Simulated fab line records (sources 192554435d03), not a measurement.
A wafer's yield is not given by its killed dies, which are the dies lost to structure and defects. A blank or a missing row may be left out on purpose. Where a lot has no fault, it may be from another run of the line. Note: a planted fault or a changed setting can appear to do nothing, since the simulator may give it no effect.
Chamber matching || flow n5-finfet || N5_BEOL_M7_DEP_56 on pecvd-01: 3 sister chambers
The step deposits SiCN from 3MS/NH3, target thk 10 nm, time 17.5 s. 14 wafers are shown with their chamber, then 7 later ones without.

WAFERS WITH THEIR CHAMBER
{"wafer": "L074.1", "chamber": 0, "showerhead-plenum-p-Torr (Torr)": 3.659, "throttle-valve-pct (%)": 9.3}
{"wafer": "L074.4", "chamber": 0, "showerhead-plenum-p-Torr (Torr)": 3.658, "throttle-valve-pct (%)": 9.5}
{"wafer": "L074.6", "chamber": 2, "showerhead-plenum-p-Torr (Torr)": 3.674, "throttle-valve-pct (%)": 8.9}
{"wafer": "L077.1", "chamber": 0, "showerhead-plenum-p-Torr (Torr)": 3.657, "throttle-valve-pct (%)": 8.8}
{"wafer": "L077.2", "chamber": 1, "showerhead-plenum-p-Torr (Torr)": 3.655, "throttle-valve-pct (%)": 10.2}
{"wafer": "L077.3", "chamber": 2, "showerhead-plenum-p-Torr (Torr)": 3.684, "throttle-valve-pct (%)": 8.4}
{"wafer": "L077.4", "chamber": 0, "showerhead-plenum-p-Torr (Torr)": 3.658, "throttle-valve-pct (%)": 9.0}
{"wafer": "L077.5", "chamber": 1, "showerhead-plenum-p-Torr (Torr)": 3.653, "throttle-valve-pct (%)": 9.9}
{"wafer": "L077.6", "chamber": 2, "showerhead-plenum-p-Torr (Torr)": 3.684, "throttle-valve-pct (%)": 8.5}
{"wafer": "L081.1", "chamber": 1, "showerhead-plenum-p-Torr (Torr)": 3.649, "throttle-valve-pct (%)": 10.4}
{"wafer": "L081.4", "chamber": 2, "showerhead-plenum-p-Torr (Torr)": 3.667, "throttle-valve-pct (%)": 8.7}
{"wafer": "L081.5", "chamber": 1, "showerhead-plenum-p-Torr (Torr)": 3.656, "throttle-valve-pct (%)": 10.6}
{"wafer": "L086.1", "chamber": 0, "showerhead-plenum-p-Torr (Torr)": 3.656, "throttle-valve-pct (%)": 9.5}
{"wafer": "L086.4", "chamber": 2, "showerhead-plenum-p-Torr (Torr)": 3.673, "throttle-valve-pct (%)": 8.6}

SIGNATURES, as means of the wafers listed above
{"reading": "showerhead-plenum-p-Torr", "chamber 0": 3.65760, "chamber 1": 3.65325, "chamber 2": 3.67640, "scatter within a chamber": 0.00482}
{"reading": "throttle-valve-pct", "chamber 0": 9.220, "chamber 1": 10.275, "chamber 2": 8.620, "scatter within a chamber": 0.27}
Rule: for a wafer and a chamber, the distance is found by dividing, reading by reading, the gap between the wafer's reading and the chamber's mean by the reading's scatter, squaring, summing and taking the root. The wafer belongs to the nearest chamber; if the next one is less than 2 further off, it can't be placed. The scatter: take each reading less its chamber's mean, square it, sum over the shown wafers, divide by the number of wafers less the number of chambers, and take the root.

WAFERS WITHOUT THEIR CHAMBER
{"wafer": "L086.5", "showerhead-plenum-p-Torr (Torr)": 3.658, "throttle-valve-pct (%)": 10.2}
{"wafer": "L091.2", "showerhead-plenum-p-Torr (Torr)": 3.648, "throttle-valve-pct (%)": 10.2}
{"wafer": "L091.3", "showerhead-plenum-p-Torr (Torr)": 3.675, "throttle-valve-pct (%)": 8.7}
{"wafer": "L091.4", "showerhead-plenum-p-Torr (Torr)": 3.679, "throttle-valve-pct (%)": 8.6}
{"wafer": "L092.2", "showerhead-plenum-p-Torr (Torr)": 3.667, "throttle-valve-pct (%)": 10.5}
{"wafer": "L092.4", "showerhead-plenum-p-Torr (Torr)": 3.661, "throttle-valve-pct (%)": 9.3}
{"wafer": "L092.5", "showerhead-plenum-p-Torr (Torr)": 3.685, "throttle-valve-pct (%)": 8.3}

EACH ONE'S CHAMBER
{"wafer": "L086.5", "from the rows above": 1, "in truth": 1}
{"wafer": "L091.2", "from the rows above": 1, "in truth": 1}
{"wafer": "L091.3", "from the rows above": 2, "in truth": 2}
{"wafer": "L091.4", "from the rows above": 2, "in truth": 2}
{"wafer": "L092.2", "from the rows above": 1, "in truth": 1}
{"wafer": "L092.4", "from the rows above": 0, "in truth": 0}
{"wafer": "L092.5", "from the rows above": 2, "in truth": 2}
Correctly placed: 7 of 7. Left unplaced by these rows: 0. 0 placed wrongly.
